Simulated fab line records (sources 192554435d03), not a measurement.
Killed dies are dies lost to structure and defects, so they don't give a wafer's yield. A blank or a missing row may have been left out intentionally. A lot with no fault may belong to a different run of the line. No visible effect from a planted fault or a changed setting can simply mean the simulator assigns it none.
Split-lot trial + flow n5Finfet + route with 1938 steps; 7 lots, 21 wafers read

## ON THE SPLIT
At N5_FIN_SAQP_PECVD_47 (deposits a-Si from SiH4/He, target thk 45 nm, time 36.3 s), the setting timeS was moved away from the recipe's 36.3 s on 9 of the 21 wafers read, by -9.7% to +14.0%. The other wafers ran this setting at the recipe's value.

## FROM THE SPLIT TO THE READING: what the file shows between them, 3 steps
- N5_FIN_SAQP_DEVELOP_15: develop time 30 s (also split here: developTimeS)
- N5_FIN_SAQP_ETCH_57: etches SiNx in CH3F/O2, target depth 32.5 nm, time 46.4 s
- N5_FIN_SAQP_ETCH_65: etches SiO2 in CF4, target depth 4 nm, time 4.4 s

## THE READING
etch.depthNm (the simulator's own value, which no gauge read), in nm, at N5_FIN_SAQP_MANDREL_ETCH_58 (etches a-Si in HBr/Cl2, stops on SiNx, target depth 45 nm, bt time 10 s, time 27 s). No usual value for it is given in the file. Average 45.19 nm, standard deviation 0.48 nm, over the 12 wafers here run with the recipe.

| wafer  | tool, chamber at the split | timeS as run, s | against the recipe | etch.depthNm, nm | against lot-mates on the recipe |
|--------|----------------------------|-----------------|--------------------|------------------|---------------------------------|
| L075.2 | pecvd-02, 1                | 36.3            | recipe             | 45.98            | -                               |
| L075.5 | pecvd-02, 1                | 41.06           | +13.1%             | 52.35            | +6.37                           |
| L075.6 | pecvd-02, 0                | 41.06           | +13.1%             | 51.53            | +5.55                           |
| L080.1 | pecvd-02, 1                | 36.3            | recipe             | 45.65            | -                               |
| L080.2 | pecvd-02, 0                | 36.3            | recipe             | 44.85            | -                               |
| L080.3 | pecvd-02, 2                | 36.3            | recipe             | 45.88            | -                               |
| L083.1 | pecvd-03, 2                | 41.39           | +14.0%             | 51.02            | +6.09                           |
| L083.4 | pecvd-03, 2                | 41.39           | +14.0%             | 51.65            | +6.72                           |
| L083.6 | pecvd-03, 2                | 36.3            | recipe             | 44.93            | -                               |
| L086.2 | pecvd-03, 2                | 32.77           | -9.7%              | 40.8             | -4.29                           |
| L086.3 | pecvd-03, 1                | 36.3            | recipe             | 45.09            | -                               |
| L086.4 | pecvd-03, 0                | 32.77           | -9.7%              | 40.83            | -4.26                           |
| L087.2 | pecvd-04, 0                | 40.4            | +11.3%             | 49.41            | +4.62                           |
| L087.3 | pecvd-04, 2                | 40.4            | +11.3%             | 50.2             | +5.41                           |
| L087.4 | pecvd-04, 1                | 36.3            | recipe             | 44.79            | -                               |
| L088.1 | pecvd-04, 1                | 33.32           | -8.2%              | 40.68            | -4.02                           |
| L088.4 | pecvd-04, 1                | 36.3            | recipe             | 44.35            | -                               |
| L088.5 | pecvd-04, 2                | 36.3            | recipe             | 45.05            | -                               |
| L096.2 | pecvd-04, 2                | 36.3            | recipe             | 44.77            | -                               |
| L096.4 | pecvd-04, 0                | 36.3            | recipe             | 45.6             | -                               |
| L096.6 | pecvd-04, 2                | 36.3            | recipe             | 45.34            | -                               |

FIT RESULTS
A straight line over all 21 wafers: etch.depthNm changes by +0.463 nm for each +1% of timeS; r = +0.99; the points scatter about the line by 0.56 nm.
The same after taking each lot's own level away (the mean of its wafers on the recipe; 21 wafers): +0.453 nm for each +1%; r = +1.00; scatter 0.34 nm.
That fit puts the effect of the largest move of timeS on the reading at 6.4 nm.
The lots' own levels span 44.700 to 45.980 nm, that is 2.7 times the standard deviation above.
The two slopes agree, so the slope changes little with the lot-to-lot level.
Check: with one of the wafers moved furthest among these (+14.0%) left out of the fit, the line predicts +6.4 nm for it against its lot-mates. Against them it came out at +6.09 nm.

## OTHER SPLITS APPLIED TO THESE WAFERS
Other splits were also applied to these wafers ahead of the reading. Each is held against what the fit with the lots' levels taken away leaves over:
| other split on the same wafers      | wafers away from the commonest value | r with etch.depthNm (lot level and that fit taken away) |
|-------------------------------------|--------------------------------------|---------------------------------------------------------|
| N5_ZERO_LAYER_PECVD_02 timeS        | 4                                    | +0.38                                                   |
| N5_ZERO_LAYER_COAT_05 spinRpm       | 2                                    | +0.00                                                   |
| N5_WELL_APT_COAT_02 spinRpm         | 8                                    | -0.23                                                   |
| N5_FIN_SAQP_DEVELOP_15 developTimeS | 8                                    | +0.11                                                   |

## THE WHOLE CHAIN: every reading that the file lists as answering this split, in the file's order
| step                        | what it does                                                                       | reading                                                                          | change (the file's fit)               | r (the file's) |
|-----------------------------|------------------------------------------------------------------------------------|----------------------------------------------------------------------------------|---------------------------------------|----------------|
| N5_FIN_SAQP_PECVD_47        | deposits a-Si from SiH4/He, target thk 45 nm, time 36.3 s                          | a-Si_of_FIN_SAQP_PECVD_47.thkNm (the simulator's own value, which no gauge read) | +0.455 nm for each +1% of the setting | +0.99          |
| N5_FIN_SAQP_MANDREL_ETCH_58 | etches a-Si in HBr/Cl2, stops on SiNx, target depth 45 nm, bt time 10 s, time 27 s | etch.depthNm (the simulator's own value, which no gauge read)                    | +0.455 nm for each +1% of the setting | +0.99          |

## FILE'S OWN FIT
etch.depthNm changes by +0.455 nm for each +1% of timeS, r = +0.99.
